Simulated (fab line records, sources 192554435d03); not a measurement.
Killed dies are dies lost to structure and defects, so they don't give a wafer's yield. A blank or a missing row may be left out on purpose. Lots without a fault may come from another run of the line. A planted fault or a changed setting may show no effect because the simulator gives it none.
fab line records | flow n5_finfet
record lots=6 wafers=18 last_day=17
route steps=1938 shown SD_ACTIVATION@331 ILD0@335 PASSIVATION@1936
lots that met no fault: from a run of the same line without faults
start_h: hours from the record's first day to the start of the lot's first wafer shown | wait_h: hours since the lot's step before | " the same as in the row above | L1.1+2: a row that stands for several wafers | - no value, or no start given | * or withheld: withheld | < > ~ a bound
route shown NAME@n: a module of which the file shows steps, and the number in the route of the first | usual: mean/standard deviation of fault-free wafers | same: alike in all rows | chamber/n: place in a boat | sites: the reading at each site | _std_site: their standard deviation | _edge_site: outer sites' mean less inner sites' | radius_mm: how far each site lies from the wafer's centre | mask NAME#n: copy n | behind: the tool/chamber that last shaped the wafer | hold: why the lot was held/for how many hours/how that ended | device: the transistor (n, p or np) that didn't switch | end of line: the same wafers' tests at the end of the route | a step without rows: its recipe alone | killed: dies lost to structure and defects at the first sort, not the wafer's yield | map: a wafer's dies, x killed, . not, _ none there
set.NAME: the setting as run; set.NAME@STEP: as run at that earlier step | model.NAME: the simulator's own value behind a step, which no gauge read
lots at some steps of the route; a table a step, a row a wafer
services: from which hour (start_h, from the record's first day; less than 0 if before it) a tool's chamber was out of use, for how many hours, and why
## steps
# step N5_SD_ACTIVATION_LSA_01
# recipe temp_c=1080 time_s=0.0008 ambient=N2
# usual wafer_temp_C_max=1084.4/1
# columns lot.wafer tool chamber start_h wait_h wafer_temp_C_max
L290.2 laser_anneal-01 0 62.23 0.2 1083.7
L290.4 " 0 " " 1084.8
L290.5 " 0 " " 1085.6
L302.1 laser_anneal-02 0 131.11 0.2 1084.2
L302.4 " 0 " " 1084.2
L302.6 " 0 " " 1085.8
L303.1 laser_anneal-01 0 138.21 0.2 1085.4
L303.4 " 0 " " 1084.2
L303.5 " 0 " " 1083.5
L310.3 laser_anneal-02 0 183.90 0.2 1084.6
L310.4 " 0 " " 1083.5
L310.5 " 0 " " 1083.0
L311.3 laser_anneal-01 0 189.19 0.2 1085.7
L311.5 " 0 " " 1085.7
L311.6 " 0 " " 1083.5
L313.3 laser_anneal-01 0 197.52 0.2 1084.6
L313.4 " 0 " " 1083.4
L313.6 " 0 " " 1086.1
# step N5_SD_ACTIVATION_INSPECT_02
# recipe inspect_instrument=darkfield mode=post_anneal
# usual raw_defect_count=162/35
# columns lot.wafer tool chamber start_h wait_h raw_defect_count
L290.2 defect_inspect-02 - 62.73 0.1 176
L290.4 " - " " 204
L290.5 " - " " 178
L302.1 defect_inspect-02 - 131.63 0.2 162
L302.4 " - " " 151
L302.6 " - " " 153
L303.1 defect_inspect-01 - 138.73 0.2 189
L303.4 " - " " 206
L303.5 " - " " 169
L310.3 defect_inspect-01 - 184.38 0.1 143
L310.4 " - " " 113
L310.5 " - " " 105
L311.3 defect_inspect-01 - 189.65 0.1 145
L311.5 " - " " 121
L311.6 " - " " 166
L313.3 defect_inspect-01 - 197.99 0.1 150
L313.4 " - " " 173
L313.6 " - " " 118
# step N5_ILD0_LINER_00
# recipe material=SiNx target_thk_a=40 temp_c=400 ald_precursor_family=SiH2I2 ald_co_reactant=N2/H2-plasma pulse_time_s=1 purge_time_s=2 co_reactant_purge_time_s=2 ald_cycles=80 pressure_torr=2
# usual heater_power_w=835/82 precursor_pulse_height_rel=1.001/0.02
# same co_reactant_purge_time_s=2
# columns lot.wafer tool chamber start_h wait_h heater_power_w precursor_pulse_height_rel
L290.2 ald_sin-01 2 62.76 0.0 839 1.025
L290.4 " 0 " " 911 1.020
L290.5 " 1 " " 699 1.002
L302.1 ald_sin-02 3 131.67 0.0 725 0.978
L302.4 " 1 " " 881 1.040
L302.6 " 0 " " 729 0.995
L303.1 ald_sin-01 2 138.78 0.0 829 1.030
L303.4 " 0 " " 903 0.970
L303.5 " 3 " " 894 1.000
L310.3 ald_sin-04 3 184.41 0.0 889 0.985
L310.4 " 2 " " 921 0.987
L310.5 " 3 " " 880 0.991
L311.3 ald_sin-04 3 189.88 0.2 880 1.031
L311.5 " 3 " " 882 0.989
L311.6 " 2 " " 914 1.019
L313.3 ald_sin-02 1 198.06 0.1 863 0.993
L313.4 " 0 " " 747 0.982
L313.6 " 1 " " 878 1.032
# step N5_ILD0_FCVD_FILL_01
# recipe material=SiO2_flowable target_thk_a=2000 temp_c=100 pressure_torr=0.8 rf_w=2000 time_s=328.3
# step N5_ILD0_CURE_02
# recipe temp_c=450 time_s=1800 ambient=steam idle_temp_c=400 ramp_up_c_per_min=5 ramp_down_c_per_min=3 densification_p_h2o_torr=640
# step N5_ILD0_CMP_03
# recipe stop_on=SiNx t_overpolish_s=1.9 post_cmp_clean=alkaline_brush down_force_psi=4.1491 platen_rpm=51.796 pad_velocity_m_s=1.0306 target_thk_nm=197.38
# usual motor_current_A=12.1/0.78 overpolish_run_s=1.900/0.0092 pad_life_wafers=1031/680 time_to_endpoint_s=74/3.8
# columns lot.wafer tool chamber start_h wait_h motor_current_A overpolish_run_s pad_life_wafers time_to_endpoint_s
L290.4 cmp-01 2 65.16 0.1 11.0 1.897 1573 73
L290.2 " 0 " " 12.1 1.896 1575 73
L290.5 " 2 " " 11.0 1.905 - 74
L302.1 cmp-01 2 134.09 0.1 10.6 1.895 1 70
L302.4 " 0 " " 11.8 1.910 3 67
L302.6 " 2 " " 10.5 1.911 - 70
L303.4 cmp-01 1 141.14 0.0 13.1 1.898 30 73
L303.1 " 0 " " 11.8 1.894 33 71
L303.5 " 2 " " 10.9 1.899 - 70
L310.4 cmp-03 1 186.78 0.0 11.8 1.897 990 79
L310.3 " 2 " " 12.8 1.892 991 76
L310.5 " 2 " " 12.3 1.906 - 79
L311.3 cmp-03 1 192.25 0.0 11.8 1.903 1032 73
L311.5 " 1 " " 12.0 1.911 - 75
L311.6 " 2 " " 12.2 1.912 - 75
L313.4 cmp-01 3 200.49 0.1 12.3 1.900 451 71
L313.3 " 1 " " 13.1 1.911 453 66
L313.6 " 3 " " 11.7 1.886 - 68
# step N5_ILD0_THK_MEAS_04
# usual thk_nm=197.8/0.99
# columns lot.wafer tool chamber start_h wait_h thk_nm
L290.2 film_metro-01 - 65.42 - 198.1
L290.4 " - " " 196.1
L290.5 " - " " 195.9
L302.1 film_metro-01 - 134.34 - 196.3
L302.4 " - " " 197.8
L302.6 " - " " 196.1
L303.1 film_metro-02 - 141.44 - 196.4
L303.4 " - " " 196.7
L303.5 " - " " 196.3
L310.3 film_metro-02 - 187.07 - 197.9
L310.4 " - " " 198.3
L310.5 " - " " 197.8
L311.3 film_metro-01 - 192.54 - 197.1
L311.5 " - " " 197.9
L311.6 " - " " 198.4
L313.3 film_metro-01 - 200.75 - 197.6
L313.4 " - " " 197.1
L313.6 " - " " 197.2
# step N5_ILD0_CMP_07
# recipe stop_on=poly-Si material=SiO2_flowable t_overpolish_s=1.18 post_cmp_clean=alkaline_brush down_force_psi=4.1491 platen_rpm=51.796 pad_velocity_m_s=1.0306 target_thk_nm=138.88
# usual motor_current_A=12.1/0.72 pad_life_wafers=1032/570
# columns lot.wafer tool chamber start_h wait_h motor_current_A pad_life_wafers
L290.2 cmp-01 2 65.45 0.0 11.3 1578
L290.4 " 1 " " 13.4 1581
L290.5 " 3 " " 11.7 -
L302.4 cmp-04 2 134.41 0.1 13.2 1477
L302.1 " 0 " " 11.6 1479
L302.6 " 1 " " 12.7 -
L303.4 cmp-04 1 141.47 0.0 12.3 1542
L303.1 " 0 " " 11.5 1545
L303.5 " 2 " " 13.3 -
L310.4 cmp-03 0 187.14 0.1 11.8 997
L310.3 " 2 " " 12.3 999
L310.5 " 0 " " 11.0 -
L311.3 cmp-03 0 192.65 0.1 11.5 1040
L311.6 " 2 " " 12.6 -
L311.5 " 3 " " 12.5 -
L313.4 cmp-03 3 200.78 0.0 12.8 1104
L313.3 " 2 " " 12.3 1107
L313.6 " 3 " " 12.1 -
# step N5_ILD0_THK_MEAS_08
# usual thk_nm=139.4/1.1
# columns lot.wafer tool chamber start_h wait_h thk_nm
L290.2 film_metro-01 - 65.75 - 138.5
L290.4 " - " " 139.2
L290.5 " - " " 138.8
L302.1 film_metro-02 - 134.67 - 141.7
L302.4 " - " " 140.4
L302.6 " - " " 141.1
L303.1 film_metro-02 - 141.76 - 139.2
L303.4 " - " " 140.0
L303.5 " - " " 139.8
L310.3 film_metro-01 - 187.40 - 139.4
L310.4 " - " " 139.8
L310.5 " - " " 138.0
L311.3 film_metro-01 - 192.87 - 140.2
L311.5 " - " " 141.2
L311.6 " - " " 140.4
L313.3 film_metro-01 - 201.07 - 140.8
L313.4 " - " " 140.7
L313.6 " - " " 140.6
# step N5_ILD0_PRECLEAN_10
# recipe chemistry=NF3:NH3 afs_cycles=5 time_s=20 temp_c=30 sublimation_temp_c=180 sublimation_time_s=60 pressure_torr=3 rf_power_w=30
# step N5_ILD0_ALD_15
# recipe material=SiNx target_thk_a=240 temp_c=400 ald_precursor_family=SiH2I2 ald_co_reactant=N2/H2-plasma pulse_time_s=1 ald_cycles=480 purge_time_s=2 co_reactant_purge_time_s=2 pressure_torr=2
# usual ald_cycles=480/0 heater_power_w=833/83 precursor_pulse_height_rel=1.003/0.019
# same co_reactant_purge_time_s=2
# columns lot.wafer tool chamber start_h wait_h ald_cycles heater_power_w precursor_pulse_height_rel model.SiNx_of_ILD0_ALD_15.thk_nm
L290.2 ald_sin-04 2 66.88 0.9 480 895 1.006 24
L290.4 " 3 " " 480 881 1.011 24
L290.5 " 1 67.96 1.6 480 963 0.990 24
L302.1 ald_sin-04 3 136.89 2.1 646 879 1.032 32.2
L302.4 " 0 " " 480 751 1.002 23.8
L302.6 " 2 137.98 2.6 480 912 1.024 23.8
L303.1 ald_sin-04 3 142.76 0.8 646 902 0.991 32.2
L303.4 " 1 " " 480 991 1.009 24
L303.5 " 0 143.84 1.5 646 748 0.992 32.2
L310.3 ald_sin-02 0 188.72 1.0 480 726 0.970 24.2
L310.4 " 1 " " 480 866 1.005 24.2
L310.5 " 3 189.80 1.8 480 729 1.008 24.2
L311.3 ald_sin-02 0 193.60 0.4 480 728 1.018 24
L311.5 " 1 194.69 1.2 480 835 0.983 24.2
L311.6 " 2 " " 480 881 1.014 24
L313.3 ald_sin-01 3 201.79 0.4 480 915 1.020 24
L313.4 " 1 " " 480 675 0.964 23.8
L313.6 " 0 202.87 1.1 480 875 0.975 24
# step N5_ILD0_CMP_12
# recipe stop_on=poly-Si material=SiNx t_overpolish_s=6 post_cmp_clean=alkaline_brush down_force_psi=2.5 platen_rpm=51.8 pad_velocity_m_s=1.0307 target_thk_nm=17.67
# usual motor_current_A=9.0/0.51 pad_life_wafers=944/530 time_to_endpoint_s=30.6/2.2
# columns lot.wafer tool chamber start_h wait_h motor_current_A pad_life_wafers time_to_endpoint_s
L290.2 cmp-04 1 69.12 1.2 9.1 931 26.0
L290.4 " 2 " " 9.2 932 27.7
L290.5 " 1 " " 9.3 - 27.1
L302.1 cmp-03 0 139.23 1.3 8.5 589 40.1
L302.4 " 1 " " 9.5 590 29.0
L302.6 " 0 " " 8.5 - 29.0
L303.1 cmp-03 3 144.96 1.1 8.9 648 41.5
L303.4 " 2 " " 9.3 651 27.2
L303.5 " 3 " " 9.0 - 40.5
L310.3 cmp-04 3 190.96 1.2 9.3 1891 30.9
L310.4 " 1 " " 9.2 1893 29.0
L310.5 " 3 " " 9.3 - 31.0
L311.3 cmp-03 3 195.84 1.2 9.1 1057 33.6
L311.6 " 2 " " 9.2 - 32.0
L311.5 " 3 " " 8.9 - 36.3
L313.3 cmp-04 2 203.99 1.1 9.7 1986 28.0
L313.4 " 3 " " 8.9 1987 28.3
L313.6 " 2 " " 9.8 - 28.6
# step N5_ILD0_THK_MEAS_13
# usual thk_nm=18.0/1
# columns lot.wafer tool chamber start_h wait_h thk_nm
L290.2 film_metro-02 - 69.37 - 18.1
L290.4 " - " " 18.4
L290.5 " - " " 17.3
L302.1 film_metro-01 - 139.49 - 18.8
L302.4 " - " " 18.4
L302.6 " - " " 18.6
L303.1 film_metro-01 - 145.25 - 18.5
L303.4 " - " " 17.9
L303.5 " - " " 17.5
L310.3 film_metro-02 - 191.21 - 18.6
L310.4 " - " " 18.5
L310.5 " - " " 18.2
L311.3 film_metro-01 - 196.10 - 17.0
L311.5 " - " " 18.6
L311.6 " - " " 17.3
L313.3 film_metro-01 - 204.28 - 18.8
L313.4 " - " " 19.3
L313.6 " - " " 18.5
# step N5_PASSIVATION_PROBE_49
# usual killed_at_M0_to_M3=33/8.9 killed_at_M4_up=15/5.4 killed_at_contacts=13/5.8 killed_at_front_end=39/9.9 killed_at_other=3.2/2.9 killed_dies=102/15 killed_open=68/12 killed_short=34/7.6
# same gross_dies=1180 killed_at_back_side=0
# columns lot.wafer tool chamber start_h wait_h killed_at_M0_to_M3 killed_at_M4_up killed_at_contacts killed_at_front_end killed_at_other killed_dies killed_open killed_short
L302.6 prober-01 - 332.80 0.3 42 11 12 45 5 115 83 31
L303.4 prober-02 - 345.41 0.2 31 13 5 57 3 109 55 53
# killed by level:class
L302.6 STI_FIN_REVEAL:geometric_particle:open=22 BEOL_M2:geometric_particle:open=13 FIN_SAQP:geometric_particle:open=10 MOL_CONTACT_COAG:geometric_particle:open=9 BEOL_M3:geometric_particle:open=9 BEOL_M0_SAQP:geometric_particle:open=8 BEOL_M0_SAQP:geometric_particle:short=6 PAD_METAL:geometric_particle:short=4
L303.4 FIN_SAQP:geometric_particle:short=23 STI_FIN_REVEAL:geometric_particle:open=11 FIN_SAQP:geometric_particle:open=8 BEOL_M2:geometric_particle:open=8 BEOL_M5:geometric_particle:short=6 BEOL_M0_SAQP:geometric_particle:short=5 BEOL_M0_SAQP:geometric_particle:open=4 BEOL_M1:geometric_particle:open=4
## services
# columns tool chamber start_h hours kind
cmp-04 - 45.70 0.9 repair
cmp-03 - 51.34 4.3 repair
ald_sin-01 2 53.49 3.6 repair
cmp-03 - 62.25 4.0 pm
cmp-03 - 66.25 - consumable_replace:conditioner
ald_sin-04 - 73.66 6.1 pm
ald_sin-02 3 84.38 4.8 repair
cmp-01 - 86.56 0.9 repair
cmp-01 - 96.03 3.6 repair
ald_sin-04 0 102.95 12.7 repair
laser_anneal-02 - 105.56 3.9 repair
ald_sin-02 3 122.06 3.6 repair
cmp-01 - 129.65 4.0 pm
ald_sin-02 - 134.01 14.6 pm
cmp-01 - 137.34 3.7 repair
cmp-04 - 145.72 5.4 pm
ald_sin-02 - 148.61 6.1 pm
cmp-04 - 153.98 1.3 repair
laser_anneal-02 - 159.44 8.8 pm
cmp-01 - 167.41 5.2 pm
laser_anneal-01 - 172.11 1.9 repair
cmp-01 - 173.97 1.1 repair
ald_sin-01 - 178.65 14.0 pm
ald_sin-04 0 179.12 45.6 repair
## key
first_sign step=N5_ILD0_ALD_15 reading=ald_cycles direction=up sigmas=99+ usual=* struck=*
effect step=N5_ILD0_CMP_12 reading=time_to_endpoint_s direction=up sigmas=4.5 usual=* struck=*
model_effect step=N5_ILD0_ALD_15 value=SiNx_of_ILD0_ALD_15.thk_nm without=23.87 struck=32.2
met_at N5_ILD0_ALD_15
struck_wafers L302.1,L303.1,L303.5
tester_left_out L302,L303
onset_between 66.88 136.89
fault kind=process_parameter_drift tool=ald_sin-04 chamber=- onset_h=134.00 steps=N5_ILD0_ALD_15 channel=ald_cycles offset=* shape=step end_h=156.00 scope=struck_wafers_only acts_in=* stated=*
# tester_left_out: of these lots the tester's yield and bins aren't shown, on N5 and GAA mostly nor the transistor test; their killed dies are dies lost to structure and defects alone, not to doping, threshold or leakage, so they don't give the yield
